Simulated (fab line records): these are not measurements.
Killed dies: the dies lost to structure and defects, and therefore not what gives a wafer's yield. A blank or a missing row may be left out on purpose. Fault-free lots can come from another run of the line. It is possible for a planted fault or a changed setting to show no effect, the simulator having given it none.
fab line records    flow n5Finfet
record: lots: 9  wafers: 27  lastDay: 17
route steps=1938 shown DUMMY_GATE@248 SD_EPI_N@274 BEOL_M4@1111 PASSIVATION@1936
lots that met no fault: from a run of the same line without faults
startH: the number of hours between the record's first day and the start of the first shown wafer of the lot    waitH: hours since the lot's step before    " as in the row above    L1.1+2: several wafers, shown together as one row    - no value present, or no start provided    * or withheld: withheld    < > ~ a bound
route shown NAME@n: a module of which the file shows steps, and the number in the route of the first    usual: average and standard deviation across the fault-free wafers    same: alike in all rows    chamber/n: place in a boat    sites: readings site by site    _std_site: the standard deviation of these    _edge_site: outer sites' mean less inner sites'    radiusMm: how far each site lies from the wafer's centre    mask NAME#n: copy n    behind: the tool/chamber that last shaped the wafer    hold: why the lot went on hold/how many hours it stayed there/how the hold came to an end    device: whichever transistor did not switch (one of n, p or np)    end of line: tests of these same wafers at the route's end    a step given without rows: its recipe and nothing more    killed: count of dies lost to structure and defects at first sort (not the wafer's yield)    map: shows each die of a wafer: x if killed, . if not, _ if none is there
set.NAME: the setting the step ran with; set.NAME@STEP: the setting that earlier step ran with    model.NAME: the simulator's own value behind a step, which no gauge read
route steps across a sampled set of lots; one table per step, one row per wafer
services: the hour from which a tool's chamber was out of use, counted from the record's first day as startH (under 0 if before that day), plus the number of hours and why
== steps ==
step: N5_DUMMY_GATE_ETCH_44
recipe: chemistry: HBr/O2  overEtchFrac: 0.7  targetDepthA: 1275  stopOn: SiO2  ionEnergyEv: 60  biasW: 20  target: poly-Si  maskMaterial: SiO2  pressureMtorr: 20  icpW: 400  HBr_flow_sccm: 120  O2_flow_sccm: 10
usual: drypumpMotorCurrentA: 5.8/0.6  oesProductAu: 0.729/0.012  throttleValvePct: 18.50/0.21
lot.wafer  tool      chamber  startH  waitH  drypumpMotorCurrentA  oesProductAu  rfHoursCounterH  throttleValvePct
L873.1     rieSi-02  1        54.47   0.0    4.7                   0.715         140              18.53
L873.2     "         2        "       "      5.3                   0.706         62               18.84
L873.4     "         3        "       "      5.4                   0.725         18               18.78
L878.1     rieSi-02  3        84.28   0.0    5.4                   0.742         18               18.81
L878.2     "         1        "       "      4.7                   0.714         141              18.54
L878.6     "         0        "       "      5.9                   0.745         -                18.38
L879.3     rieSi-06  0        89.33   0.0    5.6                   0.732         176              18.41
L879.5     "         0        "       "      5.6                   0.728         -                18.42
L879.6     "         1        "       "      5.1                   0.737         -                18.29
L881.2     rieSi-04  0        101.50  0.0    5.6                   0.713         89               18.25
L881.5     "         2        "       "      6.4                   0.738         -                18.36
L881.6     "         1        "       "      5.9                   0.730         -                18.63
L887.1     rieSi-04  1        140.83  0.0    5.9                   0.730         51               18.64
L887.2     "         3        "       "      6.7                   0.737         184              18.88
L887.6     "         3        "       "      6.7                   0.738         -                18.89
L888.1     rieSi-06  2        147.15  0.0    6.0                   0.728         62               18.24
L888.3     "         3        "       "      6.6                   0.738         83               18.50
L888.6     "         0        "       "      5.6                   0.722         -                18.43
L890.2     rieSi-04  3        156.88  0.0    6.7                   0.730         185              18.90
L890.4     "         0        "       "      5.6                   0.709         90               18.23
L890.5     "         1        "       "      5.9                   0.734         -                18.65
L893.3     rieSi-04  2        172.78  0.0    6.3                   0.733         64               18.37
L893.5     "         3        "       "      6.7                   0.728         -                18.90
L893.6     "         0        "       "      5.6                   0.708         -                18.24
L894.1     rieSi-02  2        179.57  0.0    5.3                   0.715         64               18.86
L894.4     "         1        "       "      4.7                   0.726         142              18.55
L894.5     "         2        "       "      5.3                   0.704         -                18.83
step: N5_SD_EPI_N_ETCH_34
recipe: chemistry: CF4  target: SiARC  targetDepthA: 455  maskMaterial: CAR-ArF-block  timeS: 75.8  ionEnergyEv: 80  pressureMtorr: 40  sourceW: 545  biasW: 36  Ar_flow_sccm: 100  cf4FlowSccm: 100  ends: cleared
usual: drypumpMotorCurrentA: 5.6/0.43  etchRfOnTimeS: 74.9/1.8  oesProductAu: 0.69/0.08  rfVppV: 184.2/1.1  showerheadPlenumPTorr: 2.15/0.058  throttleValvePct: 15.65/0.24
lot.wafer  tool        chamber  startH  waitH  drypumpMotorCurrentA  etchRfOnTimeS  oesProductAu  rfHoursCounterH  rfVppV  showerheadPlenumPTorr  throttleValvePct
L873.1     rieDiel-03  2        56.01   0.0    5.5                   74.6           0.70          89               185.2   2.25                   15.60
L873.2     "           1        "       "      6.2                   70.8           0.65          187              183.1   2.14                   16.07
L873.4     "           3        "       "      6.2                   73.1           0.78          37               185.4   2.19                   15.38
L878.1     rieDiel-06  0        86.16   0.0    5.8                   77.5           0.62          181              185.6   2.13                   15.51
L878.2     "           1        "       "      5.3                   76.3           0.61          167              184.3   2.22                   15.86
L878.6     "           1        "       "      5.3                   76.1           0.62          -                184.8   2.22                   15.85
L879.3     rieDiel-02  3        91.37   0.0    5.1                   74.0           0.76          22               184.8   2.19                   15.48
L879.5     "           2        "       "      5.8                   75.1           0.81          -                183.9   2.10                   15.47
L879.6     "           1        "       "      6.2                   74.0           0.69          -                184.3   2.16                   15.63
L881.2     rieDiel-02  1        103.02  0.0    6.2                   73.0           0.69          92               184.4   2.16                   15.65
L881.5     "           3        "       "      5.1                   74.1           0.76          -                185.5   2.19                   15.48
L881.6     "           1        "       "      6.2                   73.6           0.69          -                184.2   2.16                   15.64
L887.1     rieDiel-06  0        142.50  0.0    5.8                   77.4           0.61          204              183.6   2.12                   15.56
L887.2     "           3        "       "      4.9                   77.8           0.80          7                184.0   2.10                   15.66
L887.6     "           1        "       "      5.4                   77.0           0.60          -                183.8   2.21                   15.90
L888.1     rieDiel-02  1        148.69  0.0    6.2                   74.4           0.67          111              186.2   2.15                   15.69
L888.3     "           3        "       "      5.1                   75.2           0.72          46               183.9   2.18                   15.50
L888.6     "           2        "       "      5.7                   75.3           0.75          -                183.7   2.09                   15.53
L890.2     rieDiel-06  0        158.58  0.0    5.8                   76.7           0.61          211              183.7   2.12                   15.56
L890.4     "           2        "       "      5.4                   73.3           0.81          20               186.1   2.27                   15.17
L890.5     "           2        "       "      5.4                   74.0           0.80          -                185.9   2.27                   15.17
L893.3     rieDiel-06  1        174.31  0.0    5.4                   74.9           0.60          201              185.5   2.21                   15.94
L893.5     "           0        "       "      5.8                   76.1           0.60          -                183.7   2.11                   15.58
L893.6     "           3        "       "      4.9                   77.2           0.78          -                183.4   2.10                   15.68
L894.1     rieDiel-03  2        182.34  0.0    5.5                   76.1           0.65          132              185.8   2.23                   15.68
L894.4     "           0        "       "      5.4                   76.0           0.60          234              182.6   2.03                   15.72
L894.5     "           3        "       "      6.2                   73.2           0.73          -                184.2   2.17                   15.45
step: N5_SD_EPI_N_SD_RECESS_17
recipe: chemistry: HBr/Cl2/O2  targetDepthA: 410  maskMaterial: SOC  timeS: 23.7  btTimeS: 3  pressureMtorr: 10  icpW: 800  biasW: 112  HBr_flow_sccm: 150  Cl2_flow_sccm: 80  O2_flow_sccm: 12
usual: drypumpMotorCurrentA: 5.8/0.47  oesProductAu: 0.996/0.011  throttleValvePct: 37.2/0.34
lot.wafer  tool      chamber  startH  waitH  drypumpMotorCurrentA  oesProductAu  rfHoursCounterH  throttleValvePct
L873.1     rieSi-03  1        56.66   0.0    5.4                   1.001         5                37.3
L873.2     "         3        "       "      5.4                   0.998         38               37.4
L873.4     "         0        "       "      6.7                   0.972         95               37.0
L878.1     rieSi-03  1        86.81   0.0    5.4                   0.995         6                37.3
L878.2     "         0        "       "      6.7                   0.973         96               37.0
L878.6     "         2        "       "      5.9                   0.996         -                36.4
L879.3     rieSi-01  2        92.03   0.0    5.5                   0.986         39               37.6
L879.5     "         2        "       "      5.5                   0.986         -                37.6
L879.6     "         3        "       "      5.1                   1.002         -                36.9
L881.2     rieSi-05  1        103.67  0.0    6.2                   0.997         73               37.1
L881.5     "         3        "       "      6.5                   0.986         -                37.1
L881.6     "         2        "       "      5.8                   1.007         -                37.3
L887.1     rieSi-01  1        143.15  0.0    6.1                   0.999         18               37.3
L887.2     "         0        "       "      6.3                   1.004         12               37.3
L887.6     "         2        "       "      5.5                   0.999         -                37.6
L888.1     rieSi-03  3        149.34  0.0    5.4                   0.999         40               37.4
L888.3     "         0        "       "      6.7                   0.971         97               37.0
L888.6     "         2        "       "      5.9                   0.996         -                36.4
L890.2     rieSi-01  1        159.23  0.0    6.0                   1.000         18               37.3
L890.4     "         3        "       "      5.2                   1.011         77               36.9
L890.5     "         0        "       "      6.2                   1.008         -                37.3
L893.3     rieSi-01  1        174.96  0.0    6.1                   1.007         18               37.3
L893.5     "         1        "       "      6.1                   1.006         -                37.3
L893.6     "         2        "       "      5.5                   0.978         -                37.6
L894.1     rieSi-01  0        182.99  0.0    6.2                   1.000         13               37.3
L894.4     "         3        "       "      5.1                   1.008         78               36.9
L894.5     "         3        "       "      5.1                   1.004         -                36.9
step: N5_SD_EPI_N_VAPOR_ETCH_50
recipe: chemistry: HCl  target: Si  tempC: 775  timeS: 54  pressureTorr: 20  mode: isotropic
usual: lampInnerPct: 18.5/0.76  susceptorTempC: 775.00/0.3  throttleValvePct: 11.5/0.4
lot.wafer  tool         chamber  startH  waitH  lampInnerPct  susceptorTempC  throttleValvePct
L873.1     epiRpcvd-01  0        57.49   0.3    19.8          775.15          12.2
L873.2     "            0        "       "      19.5          774.65          12.2
L873.4     "            0        "       "      19.3          775.25          12.0
L878.1     epiRpcvd-04  0        87.98   0.4    17.4          774.64          11.5
L878.2     "            0        "       "      17.9          774.97          11.5
L878.6     "            0        "       "      17.9          775.10          11.8
L879.3     epiRpcvd-02  0        92.94   0.2    18.8          775.00          11.1
L879.5     "            0        "       "      18.9          775.09          10.9
L879.6     "            0        "       "      18.8          775.50          11.0
L881.2     epiRpcvd-01  0        104.53  0.3    19.6          774.91          12.0
L881.5     "            0        "       "      19.5          775.28          11.9
L881.6     "            0        "       "      19.6          775.61          12.1
L887.1     epiRpcvd-02  0        143.95  0.3    19.4          783.81          10.8
L887.2     "            0        "       "      19.2          783.93          11.3
L887.6     "            0        "       "      19.2          784.11          10.9
L888.1     epiRpcvd-02  0        150.15  0.3    19.3          784.75          10.9
L888.3     "            0        "       "      19.3          784.54          11.0
L888.6     "            0        "       "      19.4          784.29          11.1
L890.2     epiRpcvd-02  0        160.19  0.4    19.3          784.05          11.0
L890.4     "            0        "       "      19.5          784.09          11.1
L890.5     "            0        "       "      19.3          784.71          10.8
L893.3     epiRpcvd-04  0        175.83  0.2    17.6          775.03          11.5
L893.5     "            0        "       "      17.9          775.22          11.8
L893.6     "            0        "       "      17.6          774.82          11.5
L894.1     epiRpcvd-01  0        183.92  0.4    19.5          774.40          11.9
L894.4     "            0        "       "      19.7          774.24          12.2
L894.5     "            0        "       "      19.7          774.88          12.0
step: N5_BEOL_M4_RC_MEAS_101
usual: DIBL_N: 36.8/2.1  DIBL_P: 37.1/2.2  IOFF_N: 0.18/0.037  IOFF_P: 0.23/0.041  ION_N: 682/13  ION_P: 467/8.6  REXT_N: 75.4/1.7  SS_N: 71.7/0.61  SS_P: 73.5/0.6  VT_N: 248/3.4  VT_P: -249/3.5
lot.wafer  tool       chamber  startH  waitH  DIBL_N[mV/V]  DIBL_P[mV/V]  IOFF_N[nA/um]  IOFF_P[nA/um]  ION_N[uA/um]  ION_P[uA/um]  REXT_N[ohm.um]  SS_N[mV/dec]  SS_P[mV/dec]  VT_N[mV]  VT_P[mV]
L873.1     prober-01  0        169.10  0.0    39.8          39.1          0.22           0.26           695           474           74.4            72.5          74.0          244       -249
L873.2     "          0        "       "      39.1          37.5          0.19           0.23           691           467           73.5            72.8          73.8          247       -247
L873.4     "          0        "       "      40.5          39.5          0.24           0.28           706           479           74.2            72.6          73.9          245       -246
L878.1     prober-01  0        205.60  0.0    37.9          37.5          0.18           0.21           657           445           78.3            72.1          73.3          250       -250
L878.2     "          0        "       "      37.7          38.5          0.18           0.22           675           456           77.7            71.6          73.6          247       -253
L878.6     "          0        "       "      36.2          37.0          0.14           0.19           659           449           79.1            71.4          72.8          253       -251
L879.3     prober-02  0        208.32  0.3    37.2          37.9          0.22           0.30           689           476           75.8            71.4          74.1          240       -243
L879.5     "          0        "       "      38.1          38.0          0.22           0.31           677           473           75.1            72.2          73.8          242       -241
L879.6     "          0        "       "      37.9          38.0          0.22           0.30           686           475           74.9            72.5          73.9          241       -246
L881.2     prober-01  0        216.09  0.2    38.1          37.8          0.21           0.24           690           473           74.7            71.3          73.8          245       -247
L881.5     "          0        "       "      37.7          37.0          0.20           0.24           691           479           75.1            72.4          73.3          244       -249
L881.6     "          0        "       "      38.8          39.0          0.20           0.26           689           472           74.8            71.8          73.7          248       -248
L887.1     prober-02  0        261.03  0.0    42.0          37.9          0.31           0.22           707           456           68.0            73.7          73.4          238       -251
L887.2     "          0        "       "      41.7          39.6          0.31           0.25           725           473           68.9            72.7          74.1          235       -247
L887.6     "          0        "       "      40.7          36.9          0.26           0.20           706           465           68.9            73.2          74.0          241       -251
L888.1     prober-01  0        263.00  0.0    41.9          38.6          0.29           0.24           737           480           68.6            72.5          73.7          241       -243
L888.3     "          0        "       "      42.8          38.4          0.29           0.24           728           478           67.9            72.5          73.5          241       -247
L888.6     "          0        "       "      40.6          36.6          0.24           0.21           725           477           68.5            71.7          73.2          242       -247
L890.2     prober-02  0        272.71  0.2    41.3          37.1          0.28           0.23           706           467           71.5            73.0          73.9          241       -248
L890.4     "          0        "       "      40.7          35.9          0.25           0.21           711           473           71.1            72.8          73.5          243       -248
L890.5     "          0        "       "      36.9          32.2          0.16           0.16           693           458           71.7            72.3          72.7          248       -254
L894.1     prober-01  0        296.41  0.0    35.1          37.3          0.16           0.20           677           466           77.4            70.8          72.6          249       -250
L894.4     "          0        "       "      35.8          37.5          0.16           0.20           684           464           75.7            71.4          73.9          250       -250
L894.5     "          0        "       "      37.7          41.0          0.22           0.26           690           468           76.1            71.8          74.3          247       -248
L893.3     prober-01  0        302.78  0.3    37.0          39.5          0.20           0.29           694           475           76.0            72.4          74.0          245       -242
L893.5     "          0        "       "      37.0          39.3          0.19           0.29           685           476           75.1            71.6          73.7          247       -242
L893.6     "          0        "       "      39.1          41.5          0.24           0.33           696           480           75.5            73.0          74.6          244       -242
step: N5_PASSIVATION_PROBE_49
usual: defectLimitedYield: 91.0/1.4  killed_at_M0_to_M3: 35/10  killed_at_M4_up: 13/6  killedAtContacts: 13/6.4  killedAtFrontEnd: 42/12  killedAtOther: 3.2/2.4  killedDies: 107/17  killedOpen: 69/13  killedShort: 33/7.3  sort_bin_4_leakage: 0.00/0.022  sort_bin_5_function: 5.3/0.92  sort_bin_6_memory: 3.3/0.66  sortNPass: 1073/17  sortYieldPct: 90.9/1.4
same: grossDies: 1180  killedAtBackSide: 0  sort_bin_8_speed[%]: 0
lot.wafer  tool       chamber  startH  waitH  defectLimitedYield[%]  killed_at_M0_to_M3  killed_at_M4_up  killedAtContacts  killedAtFrontEnd  killedAtOther  killedDies  killedOpen  killedShort  sort_bin_4_leakage[%]  sort_bin_5_function[%]  sort_bin_6_memory[%]  sortNPass  sortYieldPct[%]
L873.1     prober-01  -        273.75  0.0    90.7                   18                  16               13                58                5              110         59          42           0                      4.8                     3.7                   1070       90.7
L873.2     prober-01  -        273.80  0.1    91.5                   35                  10               14                38                3              100         59          37           0                      5.1                     3.2                   1080       91.5
L873.4     prober-01  -        273.90  0.2    91.2                   36                  9                20                28                11             104         54          42           0                      5.3                     3.1                   1076       91.2
L878.1     prober-01  -        312.41  0.0    89.7                   36                  17               8                 56                5              122         65          47           0                      5.3                     4.1                   1058       89.7
L878.2     prober-01  -        312.46  0.1    89.8                   39                  24               8                 48                1              120         71          42           0                      5.8                     3.7                   1060       89.8
L878.6     prober-01  -        312.66  0.3    89.7                   34                  14               17                50                6              121         66          45           0                      5.9                     3.6                   1059       89.7
L879.3     prober-02  -        317.78  0.1    89.0                   46                  12               10                57                5              130         81          35           0                      6.2                     4.1                   1050       89.0
L879.5     prober-02  -        317.88  0.2    92.3                   41                  7                9                 32                2              91          46          41           0                      4.0                     3.2                   1089       92.3
L879.6     prober-02  -        317.93  0.3    93.1                   26                  17               6                 28                4              81          47          25           0                      4.4                     2.1                   1099       93.1
L887.1     prober-01  -        366.99  0.0    90.5                   26                  17               7                 58                4              112         75          34           0.08                   6.6                     2.5                   1067       90.4
L887.2     prober-01  -        367.04  0.1    90.2                   21                  24               13                57                1              116         78          35           0.42                   5.8                     3.9                   1059       89.7
L888.1     prober-01  -        368.96  0.0    89.6                   27                  17               16                57                6              123         73          38           0                      5.2                     3.8                   1057       89.6
L888.3     prober-01  -        369.06  0.1    92.0                   37                  23               10                21                3              94          64          27           0.08                   4.5                     3.3                   1085       91.9
L888.6     prober-01  -        369.21  0.3    91.3                   35                  9                15                36                8              103         73          28           0                      5.6                     3.1                   1077       91.3
L890.2     prober-02  -        378.96  0.1    91.9                   26                  11               9                 46                3              95          65          23           0.08                   4.6                     2.6                   1084       91.9
L890.4     prober-02  -        379.06  0.2    92.2                   24                  6                23                37                2              92          56          34           0                      4.5                     2.9                   1088       92.2
L890.5     prober-02  -        379.11  0.2    90.7                   26                  19               9                 54                2              110         68          39           0                      5.8                     3.3                   1070       90.7
killed by level:class
L873.1 FIN_SAQP:geometricParticle:short=17 FIN_SAQP:geometricParticle:open=15 MOL_CONTACT_COAG:geometricParticle:open=9 BEOL_M4:geometricParticle:open=7 STI_FIN_REVEAL:geometricParticle:open=6 BEOL_M0_SAQP:geometricParticle:open=5 BEOL_M0_SAQP:geometricParticle:short=5 HKMG_FIN:areaEtch=4
L873.2 BEOL_M0_SAQP:geometricParticle:open=12 MOL_CONTACT_COAG:geometricParticle:open=11 FIN_SAQP:geometricParticle:short=10 BEOL_M0_SAQP:geometricParticle:short=9 BEOL_M3:geometricParticle:open=7 FIN_SAQP:geometricParticle:open=5 STI_FIN_REVEAL:geometricParticle:open=4 STI_FIN_REVEAL:geometricParticle:short=3
L873.4 MOL_CONTACT_COAG:geometricParticle:open=14 BEOL_M0_SAQP:geometricParticle:short=13 BEOL_M3:geometricParticle:open=7 FIN_SAQP:geometricParticle:short=6 BEOL_M0_SAQP:geometricParticle:open=6 GATE_CUT:geometricParticle:short=5 PASS1_CAP:geometricParticle:short=5 FIN_SAQP:geometricParticle:open=3
L878.1 FIN_SAQP:geometricParticle:open=17 FIN_SAQP:geometricParticle:short=15 BEOL_M3:geometricParticle:open=13 BEOL_M0_SAQP:geometricParticle:short=9 MOL_CONTACT_COAG:geometricParticle:open=7 STARTING-WAFER:geometricParticle:short=6 BEOL_M3:geometricParticle:short=5 BEOL_M4:geometricParticle:open=5
L878.2 FIN_SAQP:geometricParticle:open=10 BEOL_M0_SAQP:geometricParticle:short=10 BEOL_M3:geometricParticle:open=9 FIN_SAQP:geometricParticle:short=8 BEOL_M4:geometricParticle:open=8 BEOL_M0_SAQP:geometricParticle:open=6 BEOL_M3:geometricParticle:short=6 STI_FIN_REVEAL:geometricParticle:open=5
L878.6 FIN_SAQP:geometricParticle:open=13 BEOL_M3:geometricParticle:open=11 FIN_SAQP:geometricParticle:short=10 MOL_CONTACT_COAG:geometricParticle:open=10 STARTING-WAFER:geometricParticle:short=5 GATE_CUT:geometricParticle:short=5 MOL_CONTACT_COAG:geometricParticle:short=5 BEOL_M0_SAQP:geometricParticle:short=4
L879.3 STI_FIN_REVEAL:geometricParticle:open=20 BEOL_M0_SAQP:geometricParticle:open=13 BEOL_M0_SAQP:geometricParticle:short=10 BEOL_M2:geometricParticle:open=9 MOL_CONTACT_COAG:geometricParticle:open=9 DUMMY_GATE:geometricParticle:open=8 FIN_SAQP:geometricParticle:open=7 HKMG_FIN:areaEtch=6
L879.5 BEOL_M0_SAQP:geometricParticle:short=14 STI_FIN_REVEAL:geometricParticle:open=10 BEOL_M0_SAQP:geometricParticle:open=7 BEOL_M1:geometricParticle:open=7 MOL_CONTACT_COAG:geometricParticle:open=6 BEOL_M2:geometricParticle:open=6 STARTING-WAFER:geometricParticle:short=6 GATE_CUT:geometricParticle:short=3
L879.6 BEOL_M2:geometricParticle:open=7 DUMMY_GATE:geometricParticle:open=5 MOL_CONTACT_COAG:geometricParticle:open=5 BEOL_M0_SAQP:geometricParticle:open=4 BEOL_M0_SAQP:geometricParticle:short=4 BEOL_M4:geometricParticle:open=4 STARTING-WAFER:geometricParticle:open=4 FIN_SAQP:geometricParticle:short=3
L887.1 FIN_SAQP:geometricParticle:open=21 FIN_SAQP:geometricParticle:short=10 STI_FIN_REVEAL:geometricParticle:open=8 GATE_CUT:geometricParticle:short=7 BEOL_M4:geometricParticle:open=7 BEOL_M0_SAQP:geometricParticle:open=6 BEOL_M0_SAQP:geometricParticle:short=6 MOL_CONTACT_COAG:geometricParticle:open=5
L887.2 BEOL_M4:geometricParticle:open=17 FIN_SAQP:geometricParticle:short=14 FIN_SAQP:geometricParticle:open=11 MOL_CONTACT_COAG:geometricParticle:open=10 STI_FIN_REVEAL:geometricParticle:open=10 GATE_CUT:geometricParticle:short=7 BEOL_M0_SAQP:geometricParticle:open=6 BEOL_M0_SAQP:geometricParticle:short=5
L888.1 MOL_CONTACT_COAG:geometricParticle:open=13 GATE_CUT:geometricParticle:short=11 HKMG_FIN:areaEtch=10 FIN_SAQP:geometricParticle:open=7 BEOL_M3:geometricParticle:open=7 FIN_SAQP:geometricParticle:short=6 STI_FIN_REVEAL:geometricParticle:open=5 BEOL_M1:geometricParticle:open=5
L888.3 BEOL_M2:geometricParticle:open=9 MOL_CONTACT_COAG:geometricParticle:open=8 BEOL_M3:geometricParticle:open=6 BEOL_M4:geometricParticle:open=6 ILD0:geometricParticle:open=5 BEOL_M0_SAQP:geometricParticle:short=5 BEOL_M6:geometricParticle:open=5 BEOL_M0:geometricParticle:short=4
L888.6 BEOL_M0_SAQP:geometricParticle:open=9 MOL_CONTACT_COAG:geometricParticle:open=8 BEOL_M2:geometricParticle:open=8 STI_FIN_REVEAL:geometricParticle:open=7 FIN_SAQP:geometricParticle:open=6 MOL_CONTACT_COAG:geometricParticle:short=6 BEOL_M3:geometricParticle:open=6 BEOL_M1:geometricParticle:open=5
L890.2 STI_FIN_REVEAL:geometricParticle:open=18 DUMMY_GATE:geometricParticle:open=8 BEOL_M0_SAQP:geometricParticle:short=7 MOL_CONTACT_COAG:geometricParticle:open=7 HKMG_FIN:areaEtch=7 BEOL_M4:geometricParticle:open=5 BEOL_M1:geometricParticle:open=4 BEOL_M2:geometricParticle:open=4
L890.4 MOL_CONTACT_COAG:geometricParticle:open=19 GATE_CUT:geometricParticle:short=13 BEOL_M3:geometricParticle:open=10 STI_FIN_REVEAL:geometricParticle:open=6 MOL_CONTACT_COAG:geometricParticle:short=4 BEOL_M1:geometricParticle:short=4 FIN_SAQP:geometricParticle:short=3 FIN_SAQP:geometricParticle:open=3
L890.5 STI_FIN_REVEAL:geometricParticle:open=21 FIN_SAQP:geometricParticle:short=7 BEOL_M4:geometricParticle:open=6 STI_FIN_REVEAL:geometricParticle:short=5 BEOL_M0_SAQP:geometricParticle:short=5 BEOL_M3:geometricParticle:open=5 BEOL_M5:geometricParticle:open=5 FIN_CUT:geometricParticle:open=4
== services ==
tool         chamber  startH  hours  kind
rieSi-04     -        31.53   0.3    repair
epiRpcvd-02  -        56.65   34.7   pm
rieSi-04     3        60.01   4.9    repair
rieDiel-06   2        63.61   -      clean
rieDiel-06   2        63.61   -      consumableReplace:focusRing
rieDiel-06   2        63.61   -      consumableReplace:showerhead
rieDiel-06   2        63.61   36.8   scheduledDown
rieDiel-06   2        63.61   36.8   ventCycle
rieSi-03     -        75.13   0.6    repair
rieSi-01     2        78.25   7.8    repair
rieSi-01     1        82.44   3.0    repair
rieSi-04     0        83.01   2.3    repair
rieDiel-06   3        100.73  -      clean
rieDiel-06   3        100.73  -      consumableReplace:focusRing
rieDiel-06   3        100.73  17.1   scheduledDown
rieSi-02     -        106.70  0.2    repair
rieSi-06     2        121.47  3.3    repair
rieDiel-06   1        126.45  1.2    repair
rieSi-01     3        133.25  12.9   repair
rieSi-04     1        146.28  10.1   repair
epiRpcvd-02  -        152.20  6.0    pm
epiRpcvd-04  -        165.66  1.4    repair
rieDiel-06   -        178.23  14.6   pm
rieSi-06     0        180.74  6.8    repair
== key ==
firstSign: step: N5_SD_EPI_N_VAPOR_ETCH_50  reading: susceptorTempC  direction: up  sigmas: 31  usual: *  struck: *
effect: step: N5_BEOL_M4_RC_MEAS_101  reading: REXT_N  direction: down  sigmas: 3.6  usual: 75.4  struck: 69.5
effect: step: N5_BEOL_M4_RC_MEAS_101  reading: ION_N  direction: up  sigmas: 2.6  usual: 682  struck: 715
effect: step: N5_BEOL_M4_RC_MEAS_101  reading: IOFF_N  direction: up  sigmas: 2.4  usual: 0.18  struck: 0.27  wafersMoved: 8
effect: step: N5_BEOL_M4_RC_MEAS_101  reading: VT_N  direction: down  sigmas: 2  usual: 248  struck: 241
effect: step: N5_BEOL_M4_RC_MEAS_101  reading: DIBL_N  direction: up  sigmas: 2  usual: 36.8  struck: 40.9
effect: step: N5_BEOL_M4_RC_MEAS_101  reading: SS_N  direction: up  sigmas: 1.6  usual: 71.7  struck: 72.7  wafersMoved: 2
metAt N5_SD_EPI_N_VAPOR_ETCH_50
struckLots L887,L888,L890
baselineLoss: step: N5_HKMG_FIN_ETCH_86  wafers: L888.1
notActingAt N5_DUMMY_GATE_ETCH_44,N5_SD_EPI_N_ETCH_34,N5_SD_EPI_N_SD_RECESS_17
onsetBetween 92.94 143.95
fault: kind: processParameterDrift  tool: epiRpcvd-02  chamber: -  onsetH: 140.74  steps: N5_SD_EPI_N_VAPOR_ETCH_50  channel: tempC  offset: *  shape: step  endH: 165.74  actsIn: *  stated: *
baselineLoss: these wafers lose ten dies or more at that step, a loss of the line's own and not of a fault; the sort's usual values leave them out
